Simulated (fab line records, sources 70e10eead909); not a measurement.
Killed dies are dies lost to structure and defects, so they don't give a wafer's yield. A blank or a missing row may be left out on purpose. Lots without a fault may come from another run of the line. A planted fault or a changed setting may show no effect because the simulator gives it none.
fab line records | flow nand_harc
record lots=6 wafers=18 last_day=33
route steps=1302 shown A_M0@1157 A_M1@1169
lots that met no fault: from a run of the same line without faults
start_h: hours from the record's first day to the start of the lot's first wafer shown | wait_h: hours since the lot's step before | " the same as in the row above | L1.1+2: a row that stands for several wafers | - no value, or no start given | * or withheld: withheld | < > ~ a bound
route shown NAME@n: a module of which the file shows steps, and the number in the route of the first | usual: mean/standard deviation of fault-free wafers | same: alike in all rows | chamber/n: place in a boat | sites: the reading at each site | _std_site: their standard deviation | _edge_site: outer sites' mean less inner sites' | radius_mm: how far each site lies from the wafer's centre | mask NAME#n: copy n | behind: the tool/chamber that last shaped the wafer | hold: why the lot was held/for how many hours/how that ended | device: the transistor (n, p or np) that didn't switch | end of line: the same wafers' tests at the end of the route | a step without rows: its recipe alone | killed: dies lost to structure and defects at the first sort, not the wafer's yield | map: a wafer's dies, x killed, . not, _ none there
set.NAME: the setting as run; set.NAME@STEP: as run at that earlier step | model.NAME: the simulator's own value behind a step, which no gauge read
lots at some steps of the route; a table a step, a row a wafer
services: from which hour (start_h, from the record's first day; less than 0 if before it) a tool's chamber was out of use, for how many hours, and why
## steps
# step NHARC_A_M0_PRE_CLEAN_29
# recipe time_s=30 temp_c=280 gas=H2/He
# usual heater_power_w=399/47
# columns lot.wafer tool chamber start_h wait_h heater_power_w
L844.1 pvd_sputter-01 - - - 480
L844.5 " - " " 380
L844.6 " - " " 479
L845.4 pvd_sputter-02 - - - 417
L845.3 " - " " 346
L845.5 " - " " 365
L846.3 pvd_sputter-01 - - - 380
L846.5 " - " " 381
L846.6 " - " " 486
L855.1 pvd_sputter-02 - - - 407
L855.3 " - " " 372
L855.4 " - " " 326
L857.1 pvd_sputter-01 - - - 384
L857.4 " - " " 490
L857.5 " - " " 363
L858.2 pvd_sputter-01 - - - 376
L858.6 " - " " 414
L858.5 " - " " 363
# step NHARC_A_M0_PVD_20
# recipe target_thk_a=50 bias_v=168.6 power_w=15000 chamber_pressure_pa=0.12 time_s=8.06 substrate_temp_c=50 material=TaN
# usual cathode_dc_power_W=15000/2.7 throttle_valve_pct=30.3/1.4
# columns lot.wafer tool chamber start_h wait_h cathode_dc_power_W throttle_valve_pct
L844.1 pvd_sputter-01 - - - 15002 32.8
L844.5 " - " " 15001 29.8
L844.6 " - " " 14993 28.5
L845.3 pvd_sputter-02 - - - 14998 32.6
L845.4 " - " " 15001 31.1
L845.5 " - " " 15001 32.7
L846.3 pvd_sputter-01 - - - 15002 28.3
L846.6 " - " " 14995 28.3
L846.5 " - " " 14996 30.7
L855.3 pvd_sputter-02 - - - 15004 31.1
L855.4 " - " " 15000 30.2
L855.1 " - " " 14997 31.3
L857.4 pvd_sputter-01 - - - 15000 32.8
L857.1 " - " " 15000 30.2
L857.5 " - " " 14998 32.7
L858.2 pvd_sputter-01 - - - 15002 30.3
L858.5 " - " " 14996 32.8
L858.6 " - " " 15000 30.4
# step NHARC_A_M0_PVD_21
# recipe target_thk_a=300 chamber_pressure_pa=5 power_w=5000 substrate_temp_c=30 time_s=20.49 material=Cu
# step NHARC_A_M0_ECD_22
# recipe target_thk_a=4000 bath_temp_c=25 material=Cu
# step NHARC_A_M0_ANNEAL_30
# recipe temp_c=225 time_s=90
# usual wafer_temp_C_max=225.89/0.29
# columns lot.wafer tool chamber start_h wait_h wafer_temp_C_max
L844.1 rtp_anneal-01 0 583.59 - 225.24
L844.5 " 0 " " 225.45
L844.6 " 0 " " 225.64
L845.3 rtp_anneal-01 0 599.43 0.3 225.86
L845.4 " 0 " " 225.47
L845.5 " 0 " " 225.32
L846.3 rtp_anneal-02 0 600.59 0.3 226.35
L846.5 " 0 " " 226.42
L846.6 " 0 " " 226.06
L855.1 rtp_anneal-01 0 672.80 - 226.21
L855.3 " 0 " " 225.99
L855.4 " 0 " " 226.33
L857.1 rtp_anneal-01 0 702.59 - 225.47
L857.4 " 0 " " 225.79
L857.5 " 0 " " 226.09
L858.2 rtp_anneal-01 0 733.61 - 226.07
L858.5 " 0 " " 225.53
L858.6 " 0 " " 225.86
# step NHARC_A_M0_CMP_23
# recipe t_overpolish_s=20 target_thk_nm=113.75
# usual motor_current_A=11.9/1.1 retaining_ring_pressure_frac=1.000/0.0048 time_to_endpoint_s=29.2/2
# columns lot.wafer tool chamber start_h wait_h motor_current_A retaining_ring_pressure_frac time_to_endpoint_s
L844.1 cmp-02 3 584.02 - 11.1 1.008 25.8
L844.5 " 0 " " 11.4 0.999 27.1
L844.6 " 1 " " 9.6 1.011 25.6
L845.4 cmp-02 3 599.67 - 11.2 0.999 28.3
L845.3 " 0 " " 11.1 1.001 30.5
L845.5 " 3 " " 11.7 0.997 30.5
L846.3 cmp-04 2 600.89 - 11.9 0.993 31.1
L846.6 " 0 " " 12.8 0.995 27.7
L846.5 " 1 " " 11.7 1.000 30.5
L855.1 cmp-01 0 673.14 - 14.6 1.000 29.5
L855.3 " 2 " " 13.0 1.007 29.5
L855.4 " 3 " " 12.9 0.993 28.3
L857.4 cmp-01 3 702.96 - 12.8 0.999 29.4
L857.1 " 0 " " 13.5 1.005 27.4
L857.5 " 2 " " 12.6 1.006 28.2
L858.2 cmp-04 3 733.90 - 11.8 1.000 30.7
L858.6 " 3 " " 11.0 1.002 31.0
L858.5 " 0 " " 13.0 1.004 27.6
# step NHARC_A_M0_THK_MEAS_24
# recipe thk_meas_gauge=xrf
# usual thk_nm=114.0/1.4
# columns lot.wafer tool chamber start_h wait_h thk_nm
L844.1 film_metro-01 - 584.24 - 115.5
L844.5 " - " " 112.9
L844.6 " - " " 116.5
L845.3 film_metro-01 - 599.99 - 114.2
L845.4 " - " " 114.4
L845.5 " - " " 115.3
L846.3 film_metro-01 - 601.15 - 114.2
L846.5 " - " " 114.3
L846.6 " - " " 112.1
L855.1 film_metro-02 - 673.46 - 111.8
L855.3 " - " " 112.9
L855.4 " - " " 114.6
L857.1 film_metro-01 - 703.24 - 114.7
L857.4 " - " " 114.3
L857.5 " - " " 114.0
L858.2 film_metro-02 - 734.21 - 114.7
L858.5 " - " " 115.5
L858.6 " - " " 118.0
# step NHARC_A_M0_SRD_25
# step NHARC_A_M0_INSPECT_27
# usual raw_defect_count=559/110
# columns lot.wafer tool chamber start_h wait_h raw_defect_count
L844.1 defect_inspect-02 - 584.40 0.0 542
L844.5 " - " " 460
L844.6 " - " " 854
L845.3 defect_inspect-02 - 600.14 0.0 596
L845.4 " - " " 529
L845.5 " - " " 445
L846.3 defect_inspect-02 - 601.31 0.0 399
L846.5 " - " " 548
L846.6 " - " " 388
L855.1 defect_inspect-02 - 673.63 0.1 421
L855.3 " - " " 539
L855.4 " - " " 584
L857.1 defect_inspect-02 - 703.40 0.0 759
L857.4 " - " " 642
L857.5 " - " " 470
L858.2 defect_inspect-01 - 734.37 0.0 669
L858.5 " - " " 581
L858.6 " - " " 473
# step NHARC_A_M0_PRE_CLEAN_31
# recipe time_s=12 temp_c=370 rf_power_w=300 gas=NH3
# step NHARC_A_M0_DEP_32
# recipe target_thk_a=300 temp_c=370 target_thk_nm=30 pressure_torr=3 flow_sccm=200 rf_w=450 material=SiCN
# usual chamber_pressure_Torr=3.000/0.0068 heater_power_outer_w=336/75 heater_power_w=586/94
# columns lot.wafer tool chamber start_h wait_h chamber_pressure_Torr heater_power_outer_w heater_power_w
L844.1 pecvd-02 2 584.71 0.1 3.006 516 779
L844.6 " 2 " " 2.992 509 779
L844.5 " 0 " " 2.995 449 756
L845.3 pecvd-03 0 600.29 0.1 2.999 330 573
L845.4 " 0 " " 3.006 332 580
L845.5 " 2 " " 2.992 186 405
L846.3 pecvd-03 1 601.54 0.1 3.015 324 504
L846.6 " 2 " " 2.996 249 505
L846.5 " 1 " " 3.003 315 517
L855.3 pecvd-03 2 673.82 0.1 3.009 247 487
L855.1 " 0 " " 2.997 320 594
L855.4 " 2 " " 3.009 239 503
L857.1 pecvd-02 2 703.55 0.1 3.003 445 691
L857.4 " 2 " " 3.003 456 696
L857.5 " 1 " " 2.993 320 606
L858.2 pecvd-03 0 734.55 0.1 3.003 289 525
L858.5 " 2 " " 3.004 221 455
L858.6 " 0 " " 3.007 288 527
# step NHARC_A_M1_DEP_00
# recipe target_thk_a=1825 target_thk_nm=182.5 temp_c=withheld pressure_torr=5 flow_sccm=200 rf_w=600 material=SiOC
# usual chamber_pressure_Torr=5.000/0.013 rf_fwd_power_W=598.6/1.9
# columns lot.wafer tool chamber start_h wait_h chamber_pressure_Torr rf_fwd_power_W
L844.1 pecvd-01 2 585.08 - 4.989 599.8
L844.5 " 0 " " 5.036 597.9
L844.6 " 1 " " 5.014 595.8
L845.3 pecvd-02 1 600.79 - - -
L845.5 " 2 " " - -
L845.4 " 0 " " - -
L846.3 pecvd-03 1 601.84 - - -
L846.6 " 1 " " - -
L846.5 " 0 " " - -
L855.1 pecvd-02 0 674.19 - 4.989 597.5
L855.3 " 1 " " 5.007 600.1
L855.4 " 1 " " 5.003 600.1
L857.1 pecvd-03 0 703.95 - 4.999 596.5
L857.4 " 0 " " 4.995 597.2
L857.5 " 0 " " 4.988 595.2
L858.2 pecvd-01 1 734.97 - 5.005 599.4
L858.6 " 0 " " 4.998 599.6
L858.5 " 2 " " 4.979 598.1
# step NHARC_A_M1_DEHYDRATE_01
# recipe temp_c=150 time_s=120
## services
# columns tool chamber start_h hours kind
pecvd-01 - 562.04 0.7 repair
pecvd-02 - 565.00 13.0 pm
cmp-04 - 572.50 2.6 repair
pecvd-01 - 574.93 0.9 repair
cmp-02 - 584.88 3.1 repair
pecvd-01 - 585.66 0.3 repair
cmp-04 - 594.83 0.8 repair
cmp-02 - 603.74 4.0 pm
cmp-01 - 609.61 1.2 repair
pvd_sputter-02 - 614.10 10.0 pm
cmp-04 - 624.75 4.0 pm
pecvd-02 2 642.06 18.4 repair
pecvd-01 - 649.00 13.0 pm
cmp-01 - 654.02 4.0 pm
cmp-04 - 679.99 5.3 repair
cmp-01 - 685.47 0.3 repair
pvd_sputter-02 - 691.40 1.6 repair
pecvd-03 0 692.93 - calibration
pecvd-03 1 701.29 9.5 repair
cmp-02 - 701.74 4.0 pm
pecvd-03 - 704.36 13.0 pm
pecvd-03 0 704.36 13.0 vent_cycle
rtp_anneal-02 - 720.00 12.0 pm
cmp-04 - 722.75 4.0 pm
## key
first_sign step=NHARC_A_M1_DEP_00 reading=tool_record direction=missing
effect none on later readings
met_at NHARC_A_M1_DEP_00
struck_wafers L845.3,L845.4,L845.5,L846.3,L846.5,L846.6
later_rows_left_out L845.3,L845.4,L845.5,L846.3,L846.5,L846.6
sort_left_out L845.3,L845.4,L845.5,L846.3,L846.5,L846.6
fault kind=skipped_step_whole tool=pecvd-02,pecvd-03 chamber=- onset_h=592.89 steps=NHARC_A_M1_DEP_00 scope=struck_lots_only
# sort_left_out: the simulated sort isn't trusted on such a fault, so these wafers' sort isn't shown, and their yield isn't known
# later_rows_left_out: the simulator's readings of these wafers behind a module that went badly wrong aren't trusted and aren't shown, but for the sort
